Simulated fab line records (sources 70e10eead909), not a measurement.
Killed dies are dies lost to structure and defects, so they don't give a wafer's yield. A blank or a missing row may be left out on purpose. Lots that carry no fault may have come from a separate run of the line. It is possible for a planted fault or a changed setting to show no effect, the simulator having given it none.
Chamber matching || flow nand_harc || 4 sister chambers for NHARC_P_M1_DESCUM_14 on rie_diel-09
The step chemistry O2, time 3 s. 4 wafers are shown with their chamber, then 11 later ones without.

## WAFERS, EACH WITH ITS CHAMBER
{"wafer": "L091.5", "chamber": 1, "showerhead_plenum_p_Torr (Torr)": 1.96}
{"wafer": "L092.1", "chamber": 0, "showerhead_plenum_p_Torr (Torr)": 2.06}
{"wafer": "L092.6", "chamber": 2, "showerhead_plenum_p_Torr (Torr)": 1.96}
{"wafer": "L093.2", "chamber": 3, "showerhead_plenum_p_Torr (Torr)": 1.89}

## WAFERS WITHOUT THEIR CHAMBER
{"wafer": "L093.3", "showerhead_plenum_p_Torr (Torr)": 1.96}
{"wafer": "L093.6", "showerhead_plenum_p_Torr (Torr)": 1.89}
{"wafer": "L095.2", "showerhead_plenum_p_Torr (Torr)": 2.05}
{"wafer": "L095.3", "showerhead_plenum_p_Torr (Torr)": 1.96}
{"wafer": "L095.6", "showerhead_plenum_p_Torr (Torr)": 1.89}
{"wafer": "L096.1", "showerhead_plenum_p_Torr (Torr)": 1.89}
{"wafer": "L096.3", "showerhead_plenum_p_Torr (Torr)": 1.96}
{"wafer": "L096.6", "showerhead_plenum_p_Torr (Torr)": 1.96}
{"wafer": "L097.2", "showerhead_plenum_p_Torr (Torr)": 1.89}
{"wafer": "L097.5", "showerhead_plenum_p_Torr (Torr)": 1.89}
{"wafer": "L097.6", "showerhead_plenum_p_Torr (Torr)": 1.96}

## THE CHAMBER EACH PASSED THROUGH
{"wafer": "L093.3", "from the rows above": "can't be placed: 1 or 2", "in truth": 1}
{"wafer": "L093.6", "from the rows above": 3, "in truth": 3}
{"wafer": "L095.2", "from the rows above": 0, "in truth": 0}
{"wafer": "L095.3", "from the rows above": "can't be placed: 1 or 2", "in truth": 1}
{"wafer": "L095.6", "from the rows above": 3, "in truth": 3}
{"wafer": "L096.1", "from the rows above": 3, "in truth": 3}
{"wafer": "L096.3", "from the rows above": "can't be placed: 1 or 2", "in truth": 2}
{"wafer": "L096.6", "from the rows above": "can't be placed: 1 or 2", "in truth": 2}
{"wafer": "L097.2", "from the rows above": 3, "in truth": 3}
{"wafer": "L097.5", "from the rows above": 3, "in truth": 3}
{"wafer": "L097.6", "from the rows above": "can't be placed: 1 or 2", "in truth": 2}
Placed correctly: 6 of 11. Unplaceable from these rows: 5, with the true chamber sitting among the candidates in 5. 0 placed wrongly.
How it was worked out, from the rows above alone: a wafer's distance from a chamber is the root of the sum, over the readings, of the square of ((its reading less the chamber's mean) divided by the reading's scatter). If the next closest chamber is less than 2 further off than the closest, the wafer can't be placed; otherwise it belongs to the closest. Each chamber's mean is taken over the wafers shown for it. The scatter: root of mean squared gap, hidden wafer to nearest shown wafer, with one shown wafer a chamber.
